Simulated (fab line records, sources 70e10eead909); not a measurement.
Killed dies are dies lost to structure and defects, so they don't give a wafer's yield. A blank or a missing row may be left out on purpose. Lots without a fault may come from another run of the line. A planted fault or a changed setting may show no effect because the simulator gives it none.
fab line records | flow nand_harc
record lots=11 wafers=33 last_day=33
route steps=1302 shown P_STI@92 P_GATE@148 END@1302
lots that met no fault: from a run of the same line without faults
start_h: hours from the record's first day to the start of the lot's first wafer shown | wait_h: hours since the lot's step before | " the same as in the row above | L1.1+2: a row that stands for several wafers | - no value, or no start given | * or withheld: withheld | < > ~ a bound
route shown NAME@n: a module of which the file shows steps, and the number in the route of the first | usual: mean/standard deviation of fault-free wafers | same: alike in all rows | chamber/n: place in a boat | sites: the reading at each site | _std_site: their standard deviation | _edge_site: outer sites' mean less inner sites' | radius_mm: how far each site lies from the wafer's centre | mask NAME#n: copy n | behind: the tool/chamber that last shaped the wafer | hold: why the lot was held/for how many hours/how that ended | device: the transistor (n, p or np) that didn't switch | end of line: the same wafers' tests at the end of the route | a step without rows: its recipe alone | killed: dies lost to structure and defects at the first sort, not the wafer's yield | map: a wafer's dies, x killed, . not, _ none there
set.NAME: the setting as run; set.NAME@STEP: as run at that earlier step | model.NAME: the simulator's own value behind a step, which no gauge read
steps of the route over a sample of lots; a table a step, a row a wafer
services: from which hour (start_h, from the record's first day; less than 0 if before it) a tool's chamber was out of use, for how many hours, and why
## steps
# step NHARC_P_STI_OCD_MEAS_17
# usual trench_depth_nm=300/6.7 trench_foot_cd_nm=158/3.4
# columns lot.wafer tool chamber start_h wait_h trench_depth_nm trench_foot_cd_nm
L346.4 ocd-02 - 46.24 0.1 301 156
L346.5 " - " " 301 154
L346.6 " - " " 294 159
L348.3 ocd-02 - 65.66 0.1 304 161
L348.4 " - " " 299 162
L348.5 " - " " 303 157
L349.1 ocd-01 - 73.33 0.1 306 155
L349.4 " - " " 301 157
L349.5 " - " " 300 160
L350.2 ocd-02 - 83.75 0.1 289 166
L350.3 " - " " 289 161
L350.4 " - " " 305 162
L351.1 ocd-01 - 95.10 0.1 290 163
L351.4 " - " " 287 160
L351.5 " - " " 298 164
L353.2 ocd-01 - 117.47 0.1 303 155
L353.3 " - " " 303 161
L353.6 " - " " 302 161
L354.1 ocd-02 - 129.11 0.1 311 156
L354.2 " - " " 291 160
L354.5 " - " " 307 155
L359.3 ocd-01 - 175.96 0.1 301 155
L359.4 " - " " 302 156
L359.5 " - " " 297 160
L360.2 ocd-02 - 183.86 0.1 307 156
L360.4 " - " " 297 158
L360.6 " - " " 296 159
L361.1 ocd-01 - 193.21 0.1 306 161
L361.4 " - " " 298 163
L361.5 " - " " 304 155
L369.1 ocd-01 - 276.22 0.1 301 156
L369.2 " - " " 294 161
L369.3 " - " " 313 154
# step NHARC_P_GATE_ETCH_114
# recipe target_depth_a=300 overetch_a=30 time_s=16.5 ion_energy_ev=100 cf4_flow_sccm=80 o2_flow_sccm=20 ar_flow_sccm=0 rf_w=300 bias_w=100 chemistry=CF4/O2
# usual bias_w=100.0/0.33 cf4_flow_sccm=80.00/0.23 chamber_pressure_mTorr=30.000/0.028 drypump_motor_current_A=5.7/0.56 mfc_ar_sccm=0.006/0.01 oes_product_au=0.998/0.013 rf_vpp_V=197.7/1.5 showerhead_plenum_p_Torr=1.33/0.062 throttle_valve_pct=13.398/0.0092
# columns lot.wafer tool chamber start_h wait_h bias_w cf4_flow_sccm chamber_pressure_mTorr drypump_motor_current_A mfc_ar_sccm oes_product_au rf_hours_counter_h rf_vpp_V showerhead_plenum_p_Torr throttle_valve_pct
L346.4 rie_diel-12 2 105 - 100.3 80.16 30.036 6.2 0.006 1.007 0.2 199.0 1.42 13.380
L346.6 " 3 " " 99.8 79.81 30.012 5.7 0 1.025 - 197.8 1.34 13.395
L346.5 " 0 " " 100.0 79.60 29.968 6.7 0 0.999 - 198.9 1.41 13.413
L348.4 rie_diel-12 2 121 - 100.1 79.59 29.992 6.2 0.006 1.003 1.2 200.7 1.42 13.390
L348.3 " 0 " " 99.6 80.29 30.004 6.7 0 1.002 1.1 199.4 1.41 13.405
L348.5 " 1 " " 99.8 79.99 30.007 5.8 0 0.996 - 196.6 1.29 13.391
L349.1 rie_diel-03 0 122 - 99.7 80.09 30.034 5.5 0 0.984 0.8 197.3 1.33 13.411
L349.4 " 1 " " 99.7 79.80 29.995 5.3 0.013 0.999 0.7 196.4 1.27 13.395
L349.5 " 0 " " 99.8 79.74 29.979 5.5 0 0.984 - 199.5 1.33 13.397
L350.4 rie_diel-12 0 138 - 100.5 79.71 30.017 6.6 0 0.979 1.4 198.9 1.41 13.408
L350.3 " 1 " " 99.9 79.84 29.988 5.8 0 0.977 1.5 196.5 1.29 13.393
L350.2 " 2 " " 100.1 79.90 29.936 6.1 0.006 1.007 1.5 200.6 1.42 13.400
L351.1 rie_diel-12 2 148 - 99.9 80.16 29.973 6.2 0.006 1.005 2.1 199.5 1.42 13.405
L351.4 " 0 " " 99.9 80.11 29.952 6.7 0 0.999 2.4 198.1 1.41 13.389
L351.5 " 2 " " 100.4 79.80 29.982 6.1 0.006 1.002 - 197.9 1.42 13.411
L353.2 rie_diel-02 3 168 - 100.4 80.22 30.003 4.8 0.023 0.990 6.4 196.2 1.26 13.396
L353.3 " 1 " " 100.0 79.91 30.014 4.8 0.008 0.993 7.2 196.6 1.27 13.388
L353.6 " 2 " " 100.1 80.08 30.010 5.7 0 1.012 - 198.2 1.31 13.396
L354.2 rie_diel-03 2 181 - 100.5 80.11 29.997 6.4 0.041 1.017 2.4 195.1 1.28 13.406
L354.1 " 1 " " 100.3 80.23 30.041 5.3 0.013 0.993 2.5 196.5 1.27 13.388
L354.5 " 2 " " 99.8 80.25 30.053 6.4 0.041 0.995 - 196.5 1.28 13.403
L359.3 rie_diel-03 3 229 - - - - - - - - - - -
L359.4 " 2 " " - - - - - - - - - -
L359.5 " 0 " " - - - - - - - - - -
L360.4 rie_diel-03 3 243 - - - - - - - - - - -
L360.2 " 2 " " - - - - - - - - - -
L360.6 " 0 " " - - - - - - - - - -
L361.4 rie_diel-12 2 243 - 99.8 79.53 30.017 6.2 0.006 1.016 9.2 199.4 1.41 13.390
L361.1 " 3 " " 99.8 80.23 30.046 5.7 0 1.031 7.9 197.1 1.34 13.392
L361.5 " 0 " " 99.9 79.93 29.958 6.6 0 0.994 - 200.1 1.41 13.401
L369.2 rie_diel-12 0 333 - 99.6 80.12 30.007 6.6 0 1.004 1.8 199.7 1.40 13.405
L369.3 " 2 " " 99.4 79.79 29.985 6.2 0.006 1.020 2.5 199.4 1.41 13.409
L369.1 " 3 " " 100.0 79.62 29.997 5.7 0 1.005 2.1 196.3 1.34 13.411
# step NHARC_P_GATE_ALD_36
# recipe target_thk_a=200 pulse_time_s=60 ald_cycles=223 temp_c=400 material=SiNx
# usual heater_power_outer_w=540/50 heater_power_w=876/61 precursor_pulse_height_rel=1.002/0.021
# columns lot.wafer tool chamber start_h wait_h heater_power_outer_w heater_power_w precursor_pulse_height_rel
L346.4 ald_sin-04 1 106.14 - 490 816 1.018
L346.5 " 1 110.42 - 505 814 0.999
L346.6 " 2 111.48 - 589 947 0.996
L348.4 ald_sin-03 2 122.82 - 469 776 1.024
L348.3 " 1 125.97 - 586 928 1.026
L348.5 " 2 127.02 - 468 792 1.010
L349.1 ald_sin-04 2 124.12 - 584 947 1.050
L349.4 " 3 125.17 - 561 989 0.962
L349.5 " 1 127.26 - 509 817 0.998
L350.2 ald_sin-01 1 139.02 - 579 903 0.992
L350.3 " 2 140.43 - 578 935 0.993
L350.4 " 2 144.65 - 590 954 1.025
L351.4 ald_sin-03 3 151.58 - 452 814 1.004
L351.1 " 0 152.62 - 594 858 0.974
L351.5 " 2 154.71 - 467 775 1.021
L353.2 ald_sin-03 2 170.36 - 473 768 1.039
L353.3 " 0 172.49 - 597 857 1.004
L353.6 " 1 173.55 - 604 954 0.962
L354.1 ald_sin-01 1 184.23 - 584 897 1.006
L354.2 " 2 185.28 - 587 916 0.998
L354.5 " 3 186.32 - 586 904 1.004
L359.3 ald_sin-04 0 230.22 - 528 817 1.047
L359.4 " 3 233.41 - 574 1006 1.006
L359.5 " 1 235.53 - 503 836 0.993
L361.4 ald_sin-03 1 244.59 - 599 938 1.004
L361.1 " 3 246.71 - 451 811 0.997
L361.5 " 1 248.83 - 585 947 1.009
L360.4 ald_sin-01 0 246.21 - 447 783 1.038
L360.2 " 1 247.27 - 564 888 1.003
L360.6 " 2 248.33 - 556 900 0.979
L369.2 ald_sin-01 1 334.58 - 572 891 0.956
L369.3 " 2 335.64 - 582 925 1.021
L369.1 " 3 336.69 - 597 897 0.982
# step NHARC_P_GATE_STRIP_101
# recipe time_s=20 o2_flow_sccm=500 ar_flow_sccm=0 bias_w=0 chemistry=O2
# usual chamber_pressure_mTorr=60.00/0.049 drypump_motor_current_A=5.7/0.54 mfc_ar_sccm=0.007/0.011 oes_product_au=0.999/0.012 rf_vpp_V=57.8/0.91 showerhead_plenum_p_Torr=3.50/0.15 throttle_valve_pct=17.037/0.0097
# columns lot.wafer tool chamber start_h wait_h chamber_pressure_mTorr drypump_motor_current_A mfc_ar_sccm oes_product_au rf_hours_counter_h rf_vpp_V showerhead_plenum_p_Torr throttle_valve_pct
L346.4 rie_diel-02 2 115.82 0.1 60.04 5.7 0 1.003 4.4 57.9 3.47 17.038
L346.6 " 2 " " 59.95 5.8 0 1.005 - 57.9 3.47 17.060
L346.5 " 3 " " 59.96 4.8 0.023 0.992 - 56.1 3.33 17.038
L348.4 rie_diel-03 1 132.39 0.1 60.04 5.3 0.013 0.998 0.9 57.9 3.37 17.042
L348.3 " 2 " " 60.06 6.4 0.041 1.007 1.3 57.8 3.38 17.026
L348.5 " 1 " " 60.00 5.3 0.013 1.011 - 58.4 3.37 17.044
L349.4 rie_diel-02 0 132.63 0.1 60.04 5.8 0.006 0.981 4.4 58.3 3.79 17.051
L349.1 " 3 " " 60.06 4.8 0.023 0.980 4.5 56.2 3.33 17.054
L349.5 " 1 " " 59.98 4.8 0.008 0.975 - 59.1 3.38 17.039
L350.4 rie_diel-03 3 150.74 0.1 59.95 5.0 0 1.008 1.9 57.2 3.35 17.032
L350.3 " 0 " " 59.99 5.5 0 0.998 1.9 56.5 3.51 17.039
L350.2 " 2 " " 60.00 6.4 0.041 0.995 1.9 57.4 3.38 17.027
L351.4 rie_diel-03 0 159.02 0.1 59.86 5.5 0 1.006 2.2 58.1 3.51 17.028
L351.1 " 3 " " 60.06 5.0 0 1.004 2.2 56.5 3.35 17.041
L351.5 " 0 " " 59.95 5.5 0 0.995 - 57.5 3.51 17.034
L353.3 rie_diel-02 2 178.95 0.1 60.06 5.8 0 1.005 8.4 57.2 3.47 17.052
L353.2 " 3 " " 60.01 4.8 0.023 0.988 8.1 58.0 3.33 17.037
L353.6 " 1 " " 60.08 4.8 0.008 0.988 - 58.4 3.37 17.035
L354.2 rie_diel-02 1 191.68 0.1 59.97 4.8 0.008 0.988 10.4 57.3 3.37 17.051
L354.1 " 3 " " 59.99 4.8 0.023 0.995 10.0 56.2 3.33 17.031
L354.5 " 1 " " 59.99 4.8 0.008 0.980 - 57.7 3.37 17.034
L359.3 rie_diel-12 2 239.89 0.1 60.00 6.2 0.006 1.003 9.1 58.5 3.73 17.023
L359.5 " 0 " " 59.97 6.7 0 0.986 - 57.2 3.71 17.022
L359.4 " 1 " " 60.08 5.8 0 0.987 - 57.0 3.41 17.027
L360.4 rie_diel-02 3 253.72 0.1 60.02 4.8 0.023 0.999 0.6 57.9 3.33 17.035
L360.2 " 1 " " 59.99 4.8 0.008 0.987 0.6 58.3 3.37 17.020
L360.6 " 3 " " 59.96 4.8 0.023 0.995 - 56.4 3.33 17.041
L361.1 rie_diel-12 2 254.22 0.1 59.94 6.2 0.006 0.998 9.4 59.4 3.73 17.022
L361.4 " 3 " " 60.01 5.7 0 1.021 8.0 57.8 3.53 17.040
L361.5 " 2 " " 60.03 6.2 0.006 0.995 - 58.7 3.73 17.023
L369.1 rie_diel-12 2 344.20 0.1 60.06 6.2 0.006 1.024 4.0 58.5 3.73 17.056
L369.3 " 0 " " 59.93 6.6 0 0.998 3.3 60.5 3.70 17.027
L369.2 " 1 " " 59.97 5.8 0 1.000 3.6 56.7 3.41 17.030
# step NHARC_END_SORT_01
# recipe temp_c=25
# usual killed_at_array=52/16 killed_at_other=0.8/0.98 killed_at_periphery=4.2/2.9 killed_dies=57/16 killed_open=3.3/1.9 killed_short=2.5/1.5
# same gross_dies=677
# columns lot.wafer tool chamber start_h wait_h hold killed_at_array killed_at_other killed_at_periphery killed_dies killed_open killed_short
L346.4 prober-02 0 582.25 3.4 - 27 0 8 35 4 1
L346.5 prober-02 0 583.05 3.7 - 30 0 7 37 1 7
L346.6 prober-02 0 583.85 4.0 - 26 0 1 27 2 1
L349.1 prober-01 0 587.53 2.5 - 18 0 0 18 0 3
L349.4 prober-01 0 589.98 3.4 - 24 1 2 27 1 1
L349.5 prober-01 0 590.79 3.8 - 25 1 0 26 1 4
L351.1 prober-02 0 594.62 2.5 - 53 0 4 57 3 0
L351.4 prober-02 0 596.96 3.3 - 68 0 0 68 1 2
L351.5 prober-02 0 597.75 3.6 - 73 0 0 73 2 2
L350.2 prober-01 0 596.23 2.8 - 28 0 8 36 3 5
L350.3 prober-01 0 597.04 3.1 - 57 0 2 59 2 2
L350.4 prober-01 0 597.84 3.4 - 52 0 0 52 4 1
L348.3 prober-02 0 603.88 3.1 - 46 3 4 53 5 2
L348.4 prober-02 0 604.67 3.4 - 52 0 4 56 8 2
L348.5 prober-02 0 605.46 3.7 - 24 0 2 26 2 1
L353.2 prober-01 0 625.54 2.8 - 64 0 2 66 3 4
L353.3 prober-01 0 626.34 3.1 - 71 0 2 73 3 2
L353.6 prober-01 0 628.76 4.0 - 72 1 1 74 6 0
L354.1 prober-01 0 640.08 2.5 - 46 0 10 56 6 2
L354.2 prober-01 0 640.88 2.8 - 58 2 4 64 2 2
L354.5 prober-01 0 643.27 3.7 - 53 1 14 68 6 2
L361.1 prober-02 0 694.30 2.5 - 58 2 4 64 2 7
L361.4 prober-02 0 696.69 3.4 - 64 1 6 71 3 3
L361.5 prober-02 0 697.48 3.7 - 58 3 1 62 1 0
L360.2 prober-01 0 695.03 2.8 await_dispo/5.8h/scrap 47 1 629 677 2 2
L360.4 prober-01 0 696.62 3.4 await_dispo/5.8h/scrap 54 0 623 677 5 1
L360.6 prober-01 0 698.21 4.0 await_dispo/5.8h/scrap 41 0 636 677 4 0
L359.3 prober-01 0 703.62 3.1 await_dispo/3.4h/scrap 54 1 622 677 1 1
L359.4 prober-01 0 704.43 3.4 await_dispo/3.4h/scrap 64 1 612 677 6 3
L359.5 prober-01 0 705.25 3.7 await_dispo/3.4h/scrap 49 1 627 677 5 4
L369.1 prober-01 0 795.41 2.5 - 67 0 7 74 4 5
L369.2 prober-01 0 796.22 2.8 - 56 0 7 63 3 4
L369.3 prober-01 0 797.03 3.1 - 52 0 8 60 6 5
# killed by level:class
L346.4 A_CHANNEL_HOLE_D2:chamber_film_flake=20 P_GATE:chamber_film_flake=5 P_GATE:geometric_particle:open=2 A_CHANNEL_HOLE_D1:chamber_film_flake=2 P_CONTACT:geometric_particle:open=1 A_ONON_D1:geometric_particle:open=1 A_CHANNEL_HOLE_D1:geometric_particle:short=1 A_CONTACT:chamber_film_flake=1
L346.5 A_CHANNEL_HOLE_D2:chamber_film_flake=17 P_GATE:chamber_film_flake=5 A_DECK1_JOINT:geometric_particle:short=4 A_CHANNEL_HOLE_D1:chamber_film_flake=2 A_WL_FILL:chamber_film_flake=2 A_CHANNEL_HOLE_D2:geometric_particle:short=1 A_CHANNEL_FILL_D2:geometric_particle:short=1 A_WL_FILL:geometric_particle:open=1
L346.6 A_CHANNEL_HOLE_D2:chamber_film_flake=20 A_CHANNEL_HOLE_D1:chamber_film_flake=2 A_CHANNEL_FILL_D1:geometric_particle:open=1 A_DECK1_JOINT:geometric_particle:open=1 A_M1:geometric_particle:short=1 P_GATE:chamber_film_flake=1 A_DECK1_JOINT:chamber_film_flake=1
L349.1 A_CHANNEL_HOLE_D2:chamber_film_flake=5 A_CONTACT:chamber_film_flake=4 A_CHANNEL_FILL_D1:geometric_particle:short=2 A_SLIT:chamber_film_flake=2 A_CONTACT:unspecified=2 A_ONON_D1:geometric_particle:short=1 A_CHANNEL_FILL_D1:chamber_film_flake=1 A_DECK1_JOINT:chamber_film_flake=1
L349.4 A_CHANNEL_HOLE_D2:chamber_film_flake=7 A_CONTACT:chamber_film_flake=5 A_CHANNEL_HOLE_D1:chamber_film_flake=3 A_CONTACT:unspecified=3 A_STAIRCASE:chamber_film_flake=2 A_CHANNEL_FILL_D2:geometric_particle:short=1 A_M1:geometric_particle:open=1 P_GATE:chamber_film_flake=1
L349.5 A_CONTACT:chamber_film_flake=10 A_CHANNEL_HOLE_D2:chamber_film_flake=6 A_CHANNEL_HOLE_D1:chamber_film_flake=5 A_SOURCE_PLATE:geometric_particle:short=1 A_CHANNEL_FILL_D1:geometric_particle:open=1 A_CHANNEL_FILL_D2:geometric_particle:short=1 A_CONTACT:geometric_particle:short=1 STARTING-WAFER:geometric_particle:short=1
L351.1 A_CHANNEL_HOLE_D1:chamber_film_flake=18 A_SLIT:chamber_film_flake=17 A_CHANNEL_HOLE_D2:chamber_film_flake=7 A_BONDPAD:chamber_film_flake=5 A_CHANNEL_FILL_D1:chamber_film_flake=2 A_CONTACT:chamber_film_flake=2 P_M0:geometric_particle:open=1 A_SOURCE_PLATE:geometric_particle:open=1
L350.2 A_CHANNEL_HOLE_D2:chamber_film_flake=15 A_CHANNEL_HOLE_D1:chamber_film_flake=6 P_GATE:chamber_film_flake=3 A_M1:chamber_film_flake=2 P_CONTACT:geometric_particle:open=1 P_M0:geometric_particle:short=1 P_M0:geometric_particle:open=1 P_BONDPAD:geometric_particle:open=1
L351.4 A_SLIT:chamber_film_flake=30 A_CHANNEL_HOLE_D1:chamber_film_flake=19 A_CHANNEL_HOLE_D2:chamber_film_flake=9 A_CHANNEL_FILL_D1:chamber_film_flake=3 A_CONTACT:chamber_film_flake=2 A_BONDPAD:chamber_film_flake=2 A_CHANNEL_HOLE_D1:geometric_particle:short=1 A_CHANNEL_FILL_D2:geometric_particle:open=1
L350.3 A_CHANNEL_HOLE_D1:chamber_film_flake=26 A_CHANNEL_HOLE_D2:chamber_film_flake=14 A_CHANNEL_FILL_D1:chamber_film_flake=3 A_M1:chamber_film_flake=3 P_GATE:chamber_film_flake=2 A_DECK1_JOINT:chamber_film_flake=2 A_CONTACT:chamber_film_flake=2 A_DECK1_JOINT:geometric_particle:open=1
L351.5 A_CHANNEL_HOLE_D1:chamber_film_flake=25 A_SLIT:chamber_film_flake=19 A_CHANNEL_HOLE_D2:chamber_film_flake=12 A_BONDPAD:chamber_film_flake=6 A_CONTACT:chamber_film_flake=5 A_CHANNEL_FILL_D2:geometric_particle:short=1 A_CHANNEL_FILL_D2:geometric_particle:open=1 A_SGD_CUT:geometric_particle:short=1
L350.4 A_CHANNEL_HOLE_D2:chamber_film_flake=26 A_CHANNEL_HOLE_D1:chamber_film_flake=15 A_CHANNEL_FILL_D1:chamber_film_flake=3 A_M0:geometric_particle:open=2 A_CONTACT:chamber_film_flake=2 A_CHANNEL_FILL_D2:geometric_particle:open=1 A_WL_FILL:geometric_particle:short=1 A_BLC:geometric_particle:open=1
L348.3 A_CHANNEL_HOLE_D2:chamber_film_flake=21 A_CHANNEL_HOLE_D1:chamber_film_flake=18 THIN_TSV:chamber_film_flake=3 P_M1:geometric_particle:open=2 A_CONTACT:chamber_film_flake=2 P_M0:geometric_particle:open=1 P_M1:geometric_particle:short=1 A_ONON_D1:geometric_particle:open=1
L348.4 A_CHANNEL_HOLE_D1:chamber_film_flake=29 A_CHANNEL_HOLE_D2:chamber_film_flake=12 A_CONTACT:chamber_film_flake=3 P_GATE:geometric_particle:open=2 P_CONTACT:geometric_particle:open=1 A_CHANNEL_FILL_D1:geometric_particle:short=1 A_DECK1_JOINT:geometric_particle:open=1 A_ONON_D2:geometric_particle:short=1
L348.5 A_CHANNEL_HOLE_D1:chamber_film_flake=13 A_CHANNEL_HOLE_D2:chamber_film_flake=8 P_M0:geometric_particle:open=1 A_DECK1_JOINT:geometric_particle:open=1 A_CHANNEL_FILL_D2:geometric_particle:short=1 P_STI:chamber_film_flake=1 A_STAIRCASE:chamber_film_flake=1
L353.2 A_CHANNEL_HOLE_D1:chamber_film_flake=21 A_SLIT:chamber_film_flake=20 A_CHANNEL_HOLE_D2:chamber_film_flake=10 A_WL_FILL:geometric_particle:short=2 A_M0:geometric_particle:open=2 P_STI:chamber_film_flake=2 A_CHANNEL_FILL_D1:chamber_film_flake=2 A_CONTACT:chamber_film_flake=2
L353.3 A_CHANNEL_HOLE_D1:chamber_film_flake=30 A_SLIT:chamber_film_flake=22 A_CHANNEL_HOLE_D2:chamber_film_flake=10 P_M0:geometric_particle:open=2 A_WL_FILL:chamber_film_flake=2 A_ONON_D1:geometric_particle:short=1 A_CHANNEL_FILL_D1:geometric_particle:open=1 A_WL_FILL:geometric_particle:short=1
L353.6 A_CHANNEL_HOLE_D1:chamber_film_flake=31 A_SLIT:chamber_film_flake=21 A_CHANNEL_HOLE_D2:chamber_film_flake=8 A_M0:geometric_particle:open=3 A_WL_FILL:chamber_film_flake=3 A_CHANNEL_FILL_D1:geometric_particle:open=2 P_STI:chamber_film_flake=1 STARTING-WAFER:geometric_particle:open=1
L354.1 A_SLIT:chamber_film_flake=17 P_CONTACT:chamber_film_flake=9 A_CHANNEL_HOLE_D2:chamber_film_flake=8 A_WL_FILL:chamber_film_flake=5 A_CHANNEL_FILL_D2:geometric_particle:open=3 A_STAIRCASE:chamber_film_flake=3 A_CONTACT:chamber_film_flake=3 P_CONTACT:geometric_particle:open=1
L354.2 A_SLIT:chamber_film_flake=28 A_CHANNEL_HOLE_D2:chamber_film_flake=12 A_STAIRCASE:chamber_film_flake=5 P_CONTACT:chamber_film_flake=3 A_CHANNEL_HOLE_D1:chamber_film_flake=2 A_DECK1_JOINT:chamber_film_flake=2 A_WL_FILL:chamber_film_flake=2 A_M1:chamber_film_flake=2
L354.5 A_SLIT:chamber_film_flake=24 A_CHANNEL_HOLE_D2:chamber_film_flake=17 P_CONTACT:chamber_film_flake=10 A_STAIRCASE:chamber_film_flake=4 P_M1:geometric_particle:open=2 A_CHANNEL_FILL_D2:geometric_particle:open=2 A_CHANNEL_FILL_D1:chamber_film_flake=2 P_CONTACT:geometric_particle:short=1
L361.1 A_SLIT:chamber_film_flake=25 A_CHANNEL_HOLE_D1:chamber_film_flake=10 A_CONTACT:chamber_film_flake=6 A_STAIRCASE:chamber_film_flake=3 A_WL_FILL:geometric_particle:short=2 P_GATE:chamber_film_flake=2 P_BONDPAD:chamber_film_flake=2 A_ZERO_WELL:chamber_film_flake=2
L360.2 P_GATE:area_etch=627 A_CHANNEL_HOLE_D1:chamber_film_flake=28 A_STAIRCASE:chamber_film_flake=4 A_SLIT:chamber_film_flake=3 A_WL_FILL:chamber_film_flake=3 A_CONTACT:chamber_film_flake=3 A_ONON_D1:geometric_particle:open=1 A_WL_FILL:geometric_particle:short=1
L360.4 P_GATE:area_etch=620 A_CHANNEL_HOLE_D1:chamber_film_flake=39 A_STAIRCASE:chamber_film_flake=4 A_SLIT:chamber_film_flake=3 A_M0:geometric_particle:open=2 A_CONTACT:chamber_film_flake=2 P_M0:geometric_particle:open=1 A_WL_FILL:geometric_particle:short=1
L361.4 A_SLIT:chamber_film_flake=40 A_STAIRCASE:chamber_film_flake=6 A_CHANNEL_HOLE_D1:chamber_film_flake=5 A_CONTACT:chamber_film_flake=4 P_ZERO_WELL:chamber_film_flake=3 A_ZERO_WELL:chamber_film_flake=3 A_DECK1_JOINT:chamber_film_flake=2 P_STI:geometric_particle:short=1
L361.5 A_SLIT:chamber_film_flake=39 A_CHANNEL_HOLE_D1:chamber_film_flake=7 A_CONTACT:chamber_film_flake=5 A_STAIRCASE:chamber_film_flake=4 THIN_TSV:chamber_film_flake=3 A_WL_FILL:geometric_particle:open=1 P_BONDPAD:chamber_film_flake=1 A_CHANNEL_HOLE_D2:chamber_film_flake=1
L360.6 P_GATE:area_etch=632 A_CHANNEL_HOLE_D1:chamber_film_flake=22 A_STAIRCASE:chamber_film_flake=6 A_CONTACT:chamber_film_flake=3 A_CHANNEL_HOLE_D1:geometric_particle:open=2 P_ZERO_WELL:chamber_film_flake=2 A_DECK1_JOINT:chamber_film_flake=2 A_SLIT:chamber_film_flake=2
L359.3 P_GATE:area_etch=618 A_CHANNEL_HOLE_D2:chamber_film_flake=22 A_SLIT:chamber_film_flake=21 A_CHANNEL_HOLE_D1:chamber_film_flake=6 P_GATE:chamber_film_flake=2 A_STAIRCASE:chamber_film_flake=2 A_CHANNEL_HOLE_D1:geometric_particle:short=1 A_CHANNEL_FILL_D2:geometric_particle:open=1
L359.4 P_GATE:area_etch=606 A_SLIT:chamber_film_flake=30 A_CHANNEL_HOLE_D2:chamber_film_flake=17 A_CHANNEL_HOLE_D1:chamber_film_flake=6 P_CONTACT:chamber_film_flake=4 A_STAIRCASE:chamber_film_flake=3 A_M0:geometric_particle:open=2 P_M0:geometric_particle:open=1
L359.5 P_GATE:area_etch=622 A_SLIT:chamber_film_flake=24 A_CHANNEL_HOLE_D1:chamber_film_flake=6 A_CHANNEL_HOLE_D2:chamber_film_flake=6 A_STAIRCASE:chamber_film_flake=5 P_CONTACT:chamber_film_flake=3 A_WL_FILL:geometric_particle:short=2 P_CONTACT:geometric_particle:open=1
L369.1 A_SLIT:chamber_film_flake=35 A_CHANNEL_HOLE_D1:chamber_film_flake=16 P_ZERO_WELL:chamber_film_flake=4 A_STAIRCASE:chamber_film_flake=4 A_CONTACT:chamber_film_flake=3 A_CHANNEL_FILL_D2:geometric_particle:short=2 P_CONTACT:geometric_particle:open=1 P_M0:geometric_particle:open=1
L369.2 A_SLIT:chamber_film_flake=25 A_CHANNEL_HOLE_D1:chamber_film_flake=15 A_CONTACT:chamber_film_flake=6 P_ZERO_WELL:chamber_film_flake=4 A_STAIRCASE:chamber_film_flake=3 P_M0:geometric_particle:short=2 A_WL_FILL:chamber_film_flake=2 P_CONTACT:geometric_particle:open=1
L369.3 A_SLIT:chamber_film_flake=22 A_CHANNEL_HOLE_D1:chamber_film_flake=13 P_ZERO_WELL:chamber_film_flake=5 A_CONTACT:chamber_film_flake=4 A_CHANNEL_FILL_D1:geometric_particle:open=2 A_CHANNEL_FILL_D2:geometric_particle:short=2 A_WL_FILL:chamber_film_flake=2 P_M0:geometric_particle:open=1
## services
# columns tool chamber start_h hours kind
ald_sin-04 - 85.42 10.0 pm
rie_diel-12 - 91.40 9.0 pm
rie_diel-12 0 91.40 9.0 vent_cycle
rie_diel-12 1 91.40 9.0 vent_cycle
rie_diel-12 2 91.40 9.0 vent_cycle
rie_diel-12 3 91.40 9.0 vent_cycle
rie_diel-12 0 100.40 - clean
rie_diel-12 1 100.40 - clean
rie_diel-03 - 104.30 9.0 pm
ald_sin-03 3 107.60 12.4 repair
ald_sin-01 3 137.75 10.3 repair
ald_sin-01 - 154.48 1.3 repair
ald_sin-04 - 165.38 21.7 repair
ald_sin-01 3 175.33 1.6 repair
rie_diel-02 - 216.70 9.0 pm
rie_diel-12 3 236.02 4.3 repair
rie_diel-03 0 265.73 15.7 repair
rie_diel-12 2 266.34 1.9 repair
rie_diel-12 - 268.40 9.0 pm
ald_sin-04 3 270.96 14.3 repair
rie_diel-03 2 277.80 8.3 repair
rie_diel-03 - 281.30 9.0 pm
ald_sin-01 3 305.46 6.0 repair
rie_diel-02 3 313.96 6.5 repair
## key
first_sign step=NHARC_P_GATE_ETCH_114 reading=tool_record direction=missing
effect step=NHARC_END_SORT_01 reading=killed_at_periphery direction=up sigmas=99+ usual=4.2 struck=624.8
more_kills_born_at NHARC_P_GATE_ETCH_114@rie_diel-03=3725
met_at NHARC_P_GATE_ETCH_114
struck_lots L359,L360
later_rows_left_out L359.3,L359.4,L359.5,L360.2,L360.4,L360.6
tester_left_out L359,L360
not_acting_at NHARC_P_STI_OCD_MEAS_17,NHARC_P_GATE_ALD_36,NHARC_P_GATE_STRIP_101
onset_between 181 229
fault kind=skipped_step_whole tool=rie_diel-03 chamber=- onset_h=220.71 steps=NHARC_P_GATE_ETCH_114 scope=struck_lots_only
# tester_left_out: of these lots the tester's yield and bins aren't shown, on N5 and GAA mostly nor the transistor test; their killed dies are dies lost to structure and defects alone, not to doping, threshold or leakage, so they don't give the yield
# later_rows_left_out: the simulator's readings of these wafers behind a module that went badly wrong aren't trusted and aren't shown, but for the sort
